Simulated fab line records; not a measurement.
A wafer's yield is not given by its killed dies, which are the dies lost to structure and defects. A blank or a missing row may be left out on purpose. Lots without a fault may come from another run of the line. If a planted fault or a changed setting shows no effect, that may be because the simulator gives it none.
Comparing a struck lot with a sound one / flow n5_finfet / 39 steps out of a route of 1938
Sound: these wafers, L554.1, L554.4, L554.6. Struck: wafers L549.2, L549.4. (L549.1 of the same lot was not struck and is left out.) The cause comes at the end.
At each step with rows: each side's tool, then ch and its chambers, then its first start. Under that, the readings that differ: sound wafers / struck wafers / difference of the means / sigmas: that difference in standard deviations of wafers without a fault.
alike: readings with means less than 2 such deviations apart, plus words and numbers identical on both sides. not compared: withheld readings, readings lacking a value on some wafer, bounds such as >300 that could conceal the same value, and numbers that have no deviation in the record and whose values overlap.
The two part at a step that has a row with sigmas, a row that says differs or no value, or rows on one side only. Non-overlapping numbers with no deviation appear without sigmas and do not part them. Lack of a reading on every wafer of one side parts them only where that side has two or more wafers.

first, 9 steps without rows for these wafers: N5_FIN_CUT_COAT_02 (resist thk 30 nm); N5_FIN_CUT_EBR_04; N5_FIN_CUT_SOFTBAKE_03 (time 60 s); N5_FIN_CUT_EXPOSE_05 (exposes mask FIN CUT); N5_FIN_CUT_PEB_06 (peb time 60 s); N5_FIN_CUT_DEVELOP_07 (develop time 30 s); N5_FIN_CUT_DESCUM_13 (chemistry O2, time 7 s); N5_FIN_CUT_ETCH_30 (etches underlayer in N2/H2, target depth 13 nm, time 10.4 s); N5_FIN_CUT_ETCH_20 (etches SiARC in CF4, target depth 26 nm, time 43.3 s).
N5_FIN_CUT_ETCH_21: etches SOC in N2/H2, target depth 219 nm, overetch 43.8 nm, time 523.5 s.
  sound on rie_diel-03 ch 0,1, day 7 20:57; struck on rie_diel-06 ch 1,3, day 6 16:46
reading=run_length_s (s); sound=547.6 546.4 547.2; struck=491.9 491.8; difference=-55.2; sigmas=-99 or more
reading=model.SiARC_of_FIN_CUT_COAT_19.thk_nm (nm); sound=11.8 12 11.8; struck=12.8 12.6; difference=+0.8; sigmas=
  alike: drypump_motor_current_A, oes_product_au, rf_vpp_V, showerhead_plenum_p_Torr, throttle_valve_pct
  not compared: rf_hours_counter_h, model.FIN_CUT.cd_offset_nm
then, 4 steps without rows for these wafers: N5_FIN_CUT_STRIP_23 (strips in N2/H2); N5_FIN_CUT_STRIP_31 (strips in N2/H2); N5_FIN_CUT_STRIP_24 (strips in CF4); N5_FIN_CUT_CUT_ETCH_26 (etches SiNx in CH3F/O2, target depth 39 nm, time 55.7 s).
N5_FIN_CUT_CUT_ETCH_27: etches SiO2 in CHF3/O2, target depth 4 nm, overetch 2 nm, time 4.9 s.
  sound on rie_diel-03 ch 0,1, day 7 21:20; struck on rie_diel-06 ch 1,3, day 6 17:09
  alike: drypump_motor_current_A, oes_ar_750_au, oes_o_777_au, oes_product_au, rf_vpp_V, showerhead_plenum_p_Torr, throttle_valve_pct
  not compared: rf_hours_counter_h, model.FIN_CUT.cd_offset_nm
then, 22 steps without rows for these wafers: N5_FIN_CUT_PRECLEAN_35 (cleans in vHF, time 13.3 s); N5_FIN_CUT_CUT_ETCH_15 (etches Si in HBr/Cl2/O2, target depth 100 nm, bt time 10 s, time 42.4 s); N5_FIN_CUT_CUT_ETCH_28 (etches Si in HBr/Cl2/O2, target depth 6 nm, time 2.4 s); N5_FIN_CUT_STRIP_22 (strips in N2/H2); N5_FIN_CUT_PRECLEAN_36 (cleans in O3/DIW, time 60 s); N5_FIN_CUT_SRD_32 (time 30 s); N5_FIN_CUT_UV_OZONE_34 (time 120 s); N5_STI_FIN_REVEAL_ALD_00 (deposits SiO2, target thk 1 nm, pulse time 1 s); N5_STI_FIN_REVEAL_ALD_14 (deposits Si3N4, target thk 3 nm); N5_STI_FIN_REVEAL_FCVD_FILL_01 (material SiO2 flowable, target thk 312 nm, time 512.2 s); N5_STI_FIN_REVEAL_DENSIFY_02 (time 1800 s); N5_STI_FIN_REVEAL_CMP_04 (polishes, stops on Si3N4, t overpolish 4 s, target thk 131.83 nm); N5_STI_FIN_REVEAL_DENSIFY_30; N5_STI_FIN_REVEAL_ETCHBACK_08 (etches SiO2 in C4F6/O2, target depth 30.5 nm, time 10.167 s); N5_STI_FIN_REVEAL_STRIP_24 (strips in N2/H2, time 90 s); N5_STI_FIN_REVEAL_PRECLEAN_25 (cleans in SPM, time 90 s); N5_STI_FIN_REVEAL_PRECLEAN_26 (cleans in SC1, time 45 s); N5_STI_FIN_REVEAL_PRECLEAN_29 (cleans in DHF, time 30 s); N5_STI_FIN_REVEAL_SRD_12 (time 30 s); N5_STI_FIN_REVEAL_RECESS_09 (chemistry HF/NH3, target SiO2, afs cycles 11, target depth 42.5 nm, sublimation time 60 s); N5_STI_FIN_REVEAL_STRIP_16 (strips SiNx in H3PO4, target depth 23.8 nm); N5_STI_FIN_REVEAL_PRECLEAN_17 (cleans in NF3:NH3, afs cycles 1, time 20 s, sublimation time 60 s).
-- a jump in the record: the struck wafers' starts before and after are 6 days apart (it breaks off in module STI_FIN_REVEAL and resumes in module BEOL_M4, where the first step shown is number 1111 of the route) --
N5_BEOL_M4_RC_MEAS_101:
  sound on prober-01 ch 0, day 13 22:13; struck on prober-02 ch 0, day 12 10:41
reading=DIBL_N (mV/V); sound=34.6 35.6 36.8; struck=37.9 38.8; difference=+2.7; sigmas=+2
reading=IOFF_N (nA/um); sound=0.125 0.136 0.154; struck=0.191 0.210; difference=+0.062; sigmas=+3
reading=IOFF_P (nA/um); sound=0.169 0.179 0.201; struck=0.233 0.256; difference=+0.061; sigmas=+2
reading=ION_N (uA/um); sound=669 672 677; struck=693 691; difference=+19; sigmas=+2
reading=VT_N (mV); sound=252.8 252.2 249.4; struck=246.8 245.5; difference=-5.3; sigmas=-2
  alike: DIBL_P, ION_P, SS_N, SS_P, VT_P
-- here the record skips 4 days between the struck wafers' starts before and after, leaving off in module BEOL_M4 and picking up in module PASSIVATION (first step shown: number 1936 of the route) --
N5_PASSIVATION_PROBE_49:
  rows exist in the record for the struck wafers here (prober-01, day 16 12:53), but not for the sound ones

WHERE THEY PART
At N5_FIN_CUT_ETCH_21 first; at N5_PASSIVATION_PROBE_49 last (within this record only).

WHY: whatever the simulator had introduced
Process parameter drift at N5_FIN_CUT_ETCH_21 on rie_diel-06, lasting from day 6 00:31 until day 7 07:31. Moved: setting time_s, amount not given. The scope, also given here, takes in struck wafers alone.
